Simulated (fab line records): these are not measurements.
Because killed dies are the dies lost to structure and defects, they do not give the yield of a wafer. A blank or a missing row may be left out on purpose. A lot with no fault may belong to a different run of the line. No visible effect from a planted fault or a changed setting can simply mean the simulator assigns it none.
The tool behind it: which one? + flow nand_harc + Sampling: 11 lots, 33 wafers, 3 of 1159 route steps

## WHAT THE GAUGES READ, wafer by wafer
NHARC_A_M0_CD_MEAS_09: target cd 80 nm.
| lot  | measured     | on        | cd_nm (nm)     |
|------|--------------|-----------|----------------|
| L182 | day 17 16:04 | cd_sem-01 | 80.2 79.2 79.7 |
| L187 | day 19 04:12 | cd_sem-03 | 79.8 79.1 79.2 |
| L192 | day 20 06:58 | cd_sem-03 | 76.8 76.8 75.6 |
| L195 | day 21 02:34 | cd_sem-01 | 77.9 76.9 76.7 |
| L196 | day 21 16:55 | cd_sem-03 | 78.4 77.6 77.5 |
| L199 | day 21 21:22 | cd_sem-02 | 80.1 79.9 80.6 |
| L200 | day 22 01:08 | cd_sem-03 | 80.5 80.0 79.4 |
| L201 | day 22 01:17 | cd_sem-01 | 79.9 79.7 79.3 |
| L204 | day 22 10:58 | cd_sem-02 | 79.6 79.7 80.0 |
| L203 | day 22 22:40 | cd_sem-02 | 79.8 80.4 79.9 |
| L202 | day 23 09:55 | cd_sem-03 | 80.4 80.0 80.1 |

NHARC_A_M0_INSPECT_11.
| lot  | measured     | on                | raw_defect_count |
|------|--------------|-------------------|------------------|
| L182 | day 17 16:11 | defect_inspect-02 | 25 27 30         |
| L187 | day 19 04:19 | defect_inspect-02 | 34 38 40         |
| L192 | day 20 07:05 | defect_inspect-01 | 34 30 36         |
| L195 | day 21 02:41 | defect_inspect-01 | 33 31 34         |
| L196 | day 21 17:03 | defect_inspect-01 | 29 39 37         |
| L199 | day 21 21:31 | defect_inspect-01 | 22 22 9          |
| L200 | day 22 01:16 | defect_inspect-02 | 55 40 54         |
| L201 | day 22 01:26 | defect_inspect-01 | 49 36 41         |
| L204 | day 22 11:05 | defect_inspect-01 | 32 40 35         |
| L203 | day 22 22:47 | defect_inspect-01 | 29 18 21         |
| L202 | day 23 10:03 | defect_inspect-02 | 56 48 50         |

## EACH LOT AND THE TOOL THAT RAN IT (in order: tool; ch and the chambers of the sampled wafers; start)
| lot  | NHARC_A_M0_EXPOSE_06               |
|------|------------------------------------|
| L182 | arfi_scanner-02 ch 0, day 17 15:55 |
| L187 | arfi_scanner-02 ch 0, day 19 04:04 |
| L192 | arfi_scanner-02 ch 0, day 20 06:49 |
| L195 | arfi_scanner-02 ch 0, day 21 02:25 |
| L196 | arfi_scanner-02 ch 0, day 21 16:47 |
| L199 | arfi_scanner-01 ch 0, day 21 21:14 |
| L200 | arfi_scanner-03 ch 0, day 22 01:00 |
| L201 | arfi_scanner-01 ch 0, day 22 01:10 |
| L204 | arfi_scanner-03 ch 0, day 22 10:50 |
| L203 | arfi_scanner-01 ch 0, day 22 22:32 |
| L202 | arfi_scanner-01 ch 0, day 23 09:47 |
- NHARC_A_M0_EXPOSE_06: exposes mask A M0, target cd 80 nm.

## AS READ BY THE TOOLS THEMSELVES (means over the sampled wafers that have a number; for cases with no such wafer, the mark the record gives instead)
NHARC_A_M0_EXPOSE_06.
| lot  | tool            | exposure_dose_mJ_cm2 |
|------|-----------------|----------------------|
| L182 | arfi_scanner-02 | 83.12                |
| L187 | arfi_scanner-02 | 83.22                |
| L192 | arfi_scanner-02 | 78.47                |
| L195 | arfi_scanner-02 | 79.57                |
| L196 | arfi_scanner-02 | 81.41                |
| L199 | arfi_scanner-01 | 83.18                |
| L200 | arfi_scanner-03 | 83.30                |
| L201 | arfi_scanner-01 | 83.24                |
| L204 | arfi_scanner-03 | 83.27                |
| L203 | arfi_scanner-01 | 83.15                |
| L202 | arfi_scanner-01 | 83.32                |

## THE ANSWER, worked out from the rows above alone
Rule: the lots themselves supply what counts as usual. Put in order of their means at a reading, lots are off if they are a third of the lots or fewer, leave a main group of 4 or more, and stand apart from it by a gap of 3 or more times the standard deviation of the main group's means; of several such gaps the widest counts. The tables above print the reading to a certain number of digits; a main group whose means all agree to those digits is not used. A lot without any number at a reading at which 4 lots or more have one is off too. Any other lot the step has rows for is counted as sound. Order of review: gauges by route order, followed by the tools' own readings, for which a lot's mean as printed above is used. At the first step where some lot is off, the reading lying furthest off is the one used; lots without a number count as furthest.
Off at NHARC_A_M0_CD_MEAS_09 (cd_nm): L192, L195, L196. For the main group the mean is 79.9 nm and the standard deviation 0.27.
If a tool, at a process step before that reading, ran all the lots that are off and no sound lot after the first of them, it fits. The gauges at NHARC_A_M0_CD_MEAS_09 aren't tried: what is off there is off at NHARC_A_M0_EXPOSE_06 too, on other tools, and a gauge's error can't cause that. One candidate fits, namely arfi_scanner-02 at NHARC_A_M0_EXPOSE_06. A fault onset in the window from L187 (day 19 04:04, its last sound lot) to L192 (day 20 06:49, its first lot off) fits.
The tool's own readings at NHARC_A_M0_EXPOSE_06 bear it out: on the lots that are off they differ by more than 5 times the standard deviation of the sound lots' means. exposure_dose_mJ_cm2 reads 79.82 there against 83.22 on the sound lots.

## WHAT THE SIMULATOR PUT IN
Drift in process parameters on arfi_scanner-02 at NHARC_A_M0_EXPOSE_06, starting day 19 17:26. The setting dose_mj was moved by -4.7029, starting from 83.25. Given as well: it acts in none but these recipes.
Lots struck among those shown: L192, L195, L196. The rule given above showed the same thing.
